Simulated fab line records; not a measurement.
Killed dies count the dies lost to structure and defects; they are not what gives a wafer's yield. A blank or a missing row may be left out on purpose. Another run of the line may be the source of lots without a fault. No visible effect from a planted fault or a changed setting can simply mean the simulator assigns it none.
What tool caused it? ; flow nand_harc ; 33 wafers from 11 lots sampled at 5 of the route's 1302 steps

WHAT EACH GAUGE READ, for each wafer
NHARC_END_SORT_01.
lot;measured;on;killed_at_array;killed_at_other;killed_at_periphery;killed_dies;killed_open;killed_short
L103;day 24 10:01;prober-01;53 70 46;0 0 0;3 3 0;56 73 46;2 6 5;1 3 0
L105;day 24 23:59;prober-02;65 52 47;0 3 0;6 3 5;71 58 52;4 3 3;4 1 2
L109;day 27 02:43;prober-01;49 89 51;2 0 1;3 0 3;54 89 55;5 2 1;2 1 2
L113;day 29 02:55;prober-02;55 59 40;1 2 0;8 4 9;64 65 49;1 2 1;1 1 1
L114;day 29 02:52;prober-01;663 669 669;2 4 1;12 4 7;677 677 677;3 2 2;2 2 3
L117;day 29 21:42;prober-02;677 673 674;0 1 1;0 3 2;677 677 677;4 8 6;2 2 4
L122;day 32 06:58;prober-02;46 65 26;1 2 0;5 4 3;52 71 29;8 0 2;2 2 3
L120;day 32 18:06;prober-01;26 38 32;0 0 1;0 2 2;26 40 35;2 5 5;1 2 3
L123;day 33 03:47;prober-01;42 20 34;1 0 1;1 1 3;44 21 38;2 2 2;5 1 2
L124;day 33 03:14;prober-02;70 73 71;1 4 4;7 8 6;78 85 81;1 5 5;3 4 3
L125;day 33 19:44;prober-01;62 65 69;0 0 0;3 3 2;65 68 71;3 4 4;2 0 4

TOOL THAT RAN EACH LOT (tool first, then ch and the chambers of the sampled wafers, then the start)
lot;NHARC_A_CONTACT_DEP_24;NHARC_A_CONTACT_DESCUM_47;NHARC_A_CONTACT_ETCH_49;NHARC_A_CONTACT_ETCH_111
L103;pecvd-03 ch 0,1,2, day 21 07:40;rie_diel-08 ch 0,1,2, day 21 15:46;rie_diel-08 ch 1,2, day 21 17:34 or earlier;har_cap_etch-03 ch 0,1, day 21 17:34
L105;pecvd-02 ch 1,2, day 21 23:15;rie_diel-12 ch 0,2, day 22 06:04;rie_diel-12 ch 0,1, day 22 07:55 or earlier;har_cap_etch-02 ch 0,1, day 22 07:55
L109;pecvd-03 ch 0,1,2, day 23 18:50;rie_diel-05 ch 0,3, day 24 01:53;rie_diel-05 ch 2,3, day 24 03:47 or earlier;har_cap_etch-01 ch 0,1, day 24 03:47
L113;pecvd-04 ch 1,2, day 25 08:13;rie_diel-08 ch 0,3, day 25 17:39;rie_diel-08 ch 0,1, day 25 19:29 or earlier;har_cap_etch-01 ch 0,1, day 25 19:29
L114;pecvd-03 ch 0,2, day 25 19:45;rie_diel-05 ch 0,3, day 26 02:48;rie_diel-05 ch 0,1,3, day 26 04:37 or earlier;har_cap_etch-01 ch 0,1, day 26 04:37
L117;pecvd-04 ch 0,1,2, day 26 14:29;rie_diel-08 ch 0,1,2, day 27 00:49;rie_diel-08 ch 0,2,3, day 27 02:36 or earlier;har_cap_etch-03 ch 0,1, day 27 02:36
L122;pecvd-04 ch 0,1,2, day 29 04:49;rie_diel-08 ch 0,3, day 29 10:34;rie_diel-08 ch 0,3, day 29 11:04;har_cap_etch-01 ch 0,1, day 29 13:38
L120;pecvd-03 ch 1,2, day 29 05:01;rie_diel-12 ch 0,3, day 29 11:58;rie_diel-12 ch 0,2,3, day 29 13:50 or earlier;har_cap_etch-03 ch 1, day 29 13:50
L123;pecvd-02 ch 0,1, day 29 20:20;rie_diel-08 ch 0,1,2, day 30 02:04;rie_diel-08 ch 0,2,3, day 30 04:02 or earlier;har_cap_etch-02 ch 1, day 30 04:02
L124;pecvd-04 ch 0,1, day 29 23:22;rie_diel-05 ch 1,2,3, day 30 06:29;rie_diel-05 ch 0,1,2, day 30 08:20 or earlier;har_cap_etch-01 ch 0,1, day 30 08:20
L125;pecvd-04 ch 0,1,2, day 30 12:34;rie_diel-08 ch 0,3, day 30 18:02;rie_diel-08 ch 0,1,3, day 30 19:58 or earlier;har_cap_etch-01 ch 0,1, day 30 19:58
- NHARC_A_CONTACT_DEP_24: deposits SiO2, target thk 500 nm.
- NHARC_A_CONTACT_DESCUM_47: chemistry O2, time 3 s.
- NHARC_A_CONTACT_ETCH_49: etches the open film in N2/H2, target depth 260 nm, time 475.3 s.
- NHARC_A_CONTACT_ETCH_111: etches the open film in C4F8/O2/Ar, time 140 s, target depth 700 nm.

AS READ BY THE TOOLS THEMSELVES (means over the sampled wafers that have a number; for cases with no such wafer, the mark the record gives instead)
NHARC_A_CONTACT_DEP_24.
lot;tool;flow_sccm (sccm);heater_power_w (W);throttle_valve_pct (%)
L103;pecvd-03;2653;575;16.1
L105;pecvd-02;2655;655;16.0
L109;pecvd-03;2650;525;15.9
L113;pecvd-04;2647;558;16.1
L114;pecvd-03;2647;563;15.3
L117;pecvd-04;2653;521;16.1
L122;pecvd-04;2648;485;15.8
L120;pecvd-03;2646;465;16.3
L123;pecvd-02;2647;505;16.4
L124;pecvd-04;2645;556;16.0
L125;pecvd-04;2657;520;15.9

NHARC_A_CONTACT_DESCUM_47.
lot;tool;drypump_motor_current_A (A);oes_product_au (a.u.);rf_vpp_V (V);showerhead_plenum_p_Torr (Torr);throttle_valve_pct (%)
L103;rie_diel-08;6.16;1.005;57.7;1.93;11.311
L105;rie_diel-12;5.82;0.996;57.7;1.89;11.320
L109;rie_diel-05;5.64;0.995;58.0;1.84;11.311
L113;rie_diel-08;5.75;0.989;57.0;1.83;11.316
L114;rie_diel-05;5.65;0.998;58.2;1.84;11.313
L117;rie_diel-08;6.16;0.988;57.7;1.92;11.304
L122;rie_diel-08;5.91;1.008;57.6;1.87;11.304
L120;rie_diel-12;5.76;0.992;57.5;1.81;11.308
L123;rie_diel-08;6.15;0.994;57.8;1.92;11.302
L124;rie_diel-05;5.97;0.997;57.5;1.81;11.314
L125;rie_diel-08;5.75;0.997;57.4;1.82;11.312

NHARC_A_CONTACT_ETCH_49.
lot;tool;bias_w (W);chamber_pressure_mTorr (mTorr);drypump_motor_current_A (A);oes_product_au (a.u.);rf_vpp_V (V);showerhead_plenum_p_Torr (Torr);throttle_valve_pct (%)
L103;rie_diel-08;150.4;29.988;6.23;1.001;430.9;2.07;14.167
L105;rie_diel-12;150.3;30.011;5.83;1.012;429.2;2.00;14.175
L109;rie_diel-05;150.4;30.000;5.98;1.009;429.7;1.98;14.180
L113;rie_diel-08;150.1;29.979;6.06;1.001;431.4;2.05;14.173
L114;rie_diel-05;150.4;29.998;5.74;1.000;427.8;1.94;14.175
L117;rie_diel-08;150.1;30.013;6.00;0.989;429.7;2.01;14.168
L122;rie_diel-08;150.2;29.988;5.80;1.002;427.9;1.95;14.166
L120;rie_diel-12;149.8;30.015;5.75;0.988;428.2;1.95;14.177
L123;rie_diel-08;150.0;30.000;6.01;0.993;429.1;2.00;14.164
L124;rie_diel-05;150.3;30.028;5.86;1.006;427.8;1.93;14.178
L125;rie_diel-08;149.5;30.017;5.91;0.994;429.3;1.99;14.168

NHARC_A_CONTACT_ETCH_111.
lot;tool;chamber_pressure_mTorr (mTorr);oes_air_line_au (a.u.)
L103;har_cap_etch-03;19.999;0.991
L105;har_cap_etch-02;19.991;0.992
L109;har_cap_etch-01;19.987;1.007
L113;har_cap_etch-01;19.989;1.017
L114;har_cap_etch-01;-;-
L117;har_cap_etch-03;-;-
L122;har_cap_etch-01;20.004;0.977
L120;har_cap_etch-03;19.987;0.980
L123;har_cap_etch-02;20.000;0.994
L124;har_cap_etch-01;20.009;0.989
L125;har_cap_etch-01;19.999;0.999

THE ANSWER, worked out from the rows above alone
Rule: the lots themselves supply what counts as usual. Put in order of their means at a reading, lots are off if they are a third of the lots or fewer, leave a main group of 4 or more, and stand apart from it by a gap of 3 or more times the standard deviation of the main group's means; of several such gaps the widest counts. A main group whose means are all the same, to the digits that the tables above print for the reading, isn't used. Also off: a lot with no number at a reading for which 4 or more lots have one. All remaining lots with rows at the step are treated as sound. After the gauges, taken in route order, come the tools' own readings; for these a lot's mean is taken, as printed above. The first step at which some lot is off is used, and at that step the reading that is off furthest; a lot without a number counts as furthest.
Off: L114, L117 (NHARC_END_SORT_01, killed_at_array). Mean 52 and standard deviation 13 in the main group.
If a tool, at a process step before that reading, ran all the lots that are off and no sound lot after the first of them, it fits. Not tried: the gauges at NHARC_END_SORT_01; whatever is off there is also off at NHARC_A_CONTACT_ETCH_111, on other tools, and gauge error can't account for it. NHARC_A_CONTACT_ETCH_49 gives no start for some lots, so the hours and the order of its lots are those of NHARC_A_CONTACT_ETCH_111. Of those tried, none fits.

WHAT THE SIMULATOR PUT IN
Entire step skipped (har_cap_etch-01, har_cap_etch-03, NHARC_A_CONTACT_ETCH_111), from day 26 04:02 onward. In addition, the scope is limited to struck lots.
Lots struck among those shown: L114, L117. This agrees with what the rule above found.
